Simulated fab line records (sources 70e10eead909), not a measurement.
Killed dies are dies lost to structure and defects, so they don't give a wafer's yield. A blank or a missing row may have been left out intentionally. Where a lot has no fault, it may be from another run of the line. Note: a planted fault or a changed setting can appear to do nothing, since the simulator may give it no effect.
What tool caused it? || flow nand harc || Sampling: 12 lots, 36 wafers, 5 of 1302 route steps

== WHAT EACH GAUGE READ, for each wafer ==
NHARC_P_BONDPAD_OVL_MEAS_38.
{"lot": "L075", "measured": "day 6 21:47", "on": "overlay-01", "overlay x nm (nm)": "6 7 6"}
{"lot": "L077", "measured": "day 7 16:29", "on": "overlay-02", "overlay x nm (nm)": "5 5 5"}
{"lot": "L079", "measured": "day 8 18:20", "on": "overlay-01", "overlay x nm (nm)": "3 4 3"}
{"lot": "L081", "measured": "day 9 08:58", "on": "overlay-01", "overlay x nm (nm)": "1 1 1"}
{"lot": "L083", "measured": "day 10 02:42", "on": "overlay-02", "overlay x nm (nm)": "0 1 1"}
{"lot": "L085", "measured": "day 11 07:12", "on": "overlay-02", "overlay x nm (nm)": "2 2 2"}
{"lot": "L087", "measured": "day 12 16:11", "on": "overlay-01", "overlay x nm (nm)": "1 1 0"}
{"lot": "L088", "measured": "day 12 17:25", "on": "overlay-02", "overlay x nm (nm)": "-5 -5 -5"}
{"lot": "L091", "measured": "day 13 14:46", "on": "overlay-01", "overlay x nm (nm)": "6 6 6"}
{"lot": "L093", "measured": "day 14 11:22", "on": "overlay-01", "overlay x nm (nm)": "1 0 1"}
{"lot": "L095", "measured": "day 15 19:08", "on": "overlay-01", "overlay x nm (nm)": "0 0 -1"}
{"lot": "L097", "measured": "day 16 15:38", "on": "overlay-01", "overlay x nm (nm)": "-2 -1 -2"}

== EACH LOT AND THE TOOL THAT RAN IT (in order: tool; ch and the chambers of the sampled wafers; start) ==
{"lot": "L075", "NHARC_P_CONTACT_ETCH_31": "rie diel-12 ch 0,3, day 6 11:55 or earlier", "NHARC_P_M0_PRE_CLEAN_31": "pecvd-04 ch 0,2, day 6 11:55", "NHARC_P_M1_PVD_20": "pvd sputter-01, day 6 21:47 or earlier", "NHARC_P_M2_PRE_CLEAN_30": "pvd sputter-01, day 6 21:47 or earlier"}
{"lot": "L077", "NHARC_P_CONTACT_ETCH_31": "rie diel-13 ch 0,1,3, day 7 06:28 or earlier", "NHARC_P_M0_PRE_CLEAN_31": "pecvd-04 ch 0,1, day 7 06:28", "NHARC_P_M1_PVD_20": "pvd sputter-02, day 7 16:29 or earlier", "NHARC_P_M2_PRE_CLEAN_30": "pvd sputter-02, day 7 16:29 or earlier"}
{"lot": "L079", "NHARC_P_CONTACT_ETCH_31": "rie diel-12 ch 0,2,3, day 8 08:26 or earlier", "NHARC_P_M0_PRE_CLEAN_31": "pecvd-02 ch 0,1,2, day 8 08:26", "NHARC_P_M1_PVD_20": "pvd sputter-02, day 8 18:20 or earlier", "NHARC_P_M2_PRE_CLEAN_30": "pvd sputter-01, day 8 18:20 or earlier"}
{"lot": "L081", "NHARC_P_CONTACT_ETCH_31": "rie diel-12 ch 0,1,3, day 8 22:19 or earlier", "NHARC_P_M0_PRE_CLEAN_31": "pecvd-04 ch 0,1, day 8 22:19", "NHARC_P_M1_PVD_20": "pvd sputter-01, day 9 08:58 or earlier", "NHARC_P_M2_PRE_CLEAN_30": "pvd sputter-02, day 9 08:58 or earlier"}
{"lot": "L083", "NHARC_P_CONTACT_ETCH_31": "rie diel-03 ch 0,1,3, day 9 16:28 or earlier", "NHARC_P_M0_PRE_CLEAN_31": "pecvd-01 ch 0,1, day 9 16:28", "NHARC_P_M1_PVD_20": "pvd sputter-02, day 10 02:42 or earlier", "NHARC_P_M2_PRE_CLEAN_30": "pvd sputter-02, day 10 02:42 or earlier"}
{"lot": "L085", "NHARC_P_CONTACT_ETCH_31": "rie diel-13 ch 1,2,3, day 10 21:19 or earlier", "NHARC_P_M0_PRE_CLEAN_31": "pecvd-01 ch 0,1,2, day 10 21:19", "NHARC_P_M1_PVD_20": "pvd sputter-01, day 11 07:12 or earlier", "NHARC_P_M2_PRE_CLEAN_30": "pvd sputter-01, day 11 07:12 or earlier"}
{"lot": "L087", "NHARC_P_CONTACT_ETCH_31": "rie diel-03 ch 0,1,2, day 12 05:55 or earlier", "NHARC_P_M0_PRE_CLEAN_31": "pecvd-01 ch 0,1, day 12 05:55", "NHARC_P_M1_PVD_20": "pvd sputter-01, day 12 16:11 or earlier", "NHARC_P_M2_PRE_CLEAN_30": "pvd sputter-02, day 12 16:11 or earlier"}
{"lot": "L088", "NHARC_P_CONTACT_ETCH_31": "rie diel-03 ch 1,2,3, day 12 07:26 or earlier", "NHARC_P_M0_PRE_CLEAN_31": "pecvd-01 ch 0,1,2, day 12 07:26", "NHARC_P_M1_PVD_20": "pvd sputter-02, day 12 17:25 or earlier", "NHARC_P_M2_PRE_CLEAN_30": "pvd sputter-03, day 12 17:25 or earlier"}
{"lot": "L091", "NHARC_P_CONTACT_ETCH_31": "rie diel-13 ch 1,2,3, day 13 04:37 or earlier", "NHARC_P_M0_PRE_CLEAN_31": "pecvd-01 ch 0,1,2, day 13 04:37", "NHARC_P_M1_PVD_20": "pvd sputter-02, day 13 14:46 or earlier", "NHARC_P_M2_PRE_CLEAN_30": "pvd sputter-03, day 13 14:46 or earlier"}
{"lot": "L093", "NHARC_P_CONTACT_ETCH_31": "rie diel-03 ch 0,3, day 14 00:55 or earlier", "NHARC_P_M0_PRE_CLEAN_31": "pecvd-04 ch 0,1,2, day 14 00:55", "NHARC_P_M1_PVD_20": "pvd sputter-01, day 14 11:22 or earlier", "NHARC_P_M2_PRE_CLEAN_30": "pvd sputter-02, day 14 11:22 or earlier"}
{"lot": "L095", "NHARC_P_CONTACT_ETCH_31": "rie diel-13 ch 0,1,3, day 15 08:57 or earlier", "NHARC_P_M0_PRE_CLEAN_31": "pecvd-04 ch 0,1,2, day 15 08:57", "NHARC_P_M1_PVD_20": "pvd sputter-03, day 15 19:08 or earlier", "NHARC_P_M2_PRE_CLEAN_30": "pvd sputter-01, day 15 19:08 or earlier"}
{"lot": "L097", "NHARC_P_CONTACT_ETCH_31": "rie diel-12 ch 2,3, day 16 05:17 or earlier", "NHARC_P_M0_PRE_CLEAN_31": "pecvd-04 ch 0,1, day 16 05:17", "NHARC_P_M1_PVD_20": "pvd sputter-02, day 16 15:38 or earlier", "NHARC_P_M2_PRE_CLEAN_30": "pvd sputter-01, day 16 15:38 or earlier"}
- NHARC_P_CONTACT_ETCH_31: etches the open film in CH3F/O2, target depth 30 nm, time 85.7 s.
- NHARC_P_M0_PRE_CLEAN_31: time 12 s.
- NHARC_P_M1_PVD_20: deposits TaN, target thk 5 nm, time 8.06 s.
- NHARC_P_M2_PRE_CLEAN_30: time 30 s.

== THE ANSWER, worked out from the rows above alone ==
Rule: usual is defined by the lots themselves. Put in order of their means at a reading, lots are off if they are a third of the lots or fewer, leave a main group of 4 or more, and stand apart from it by a gap of 3 or more times the standard deviation of the main group's means; of several such gaps the widest counts. A main group whose means are all the same, to the digits that the tables above print for the reading, isn't used. Also off: a lot with no number at a reading for which 4 or more lots have one. The other lots that the step has rows for count as sound.
Across all readings shown, no lot is off: no conclusion can be drawn from this.

== WHAT THE SIMULATOR HAD PUT IN ==
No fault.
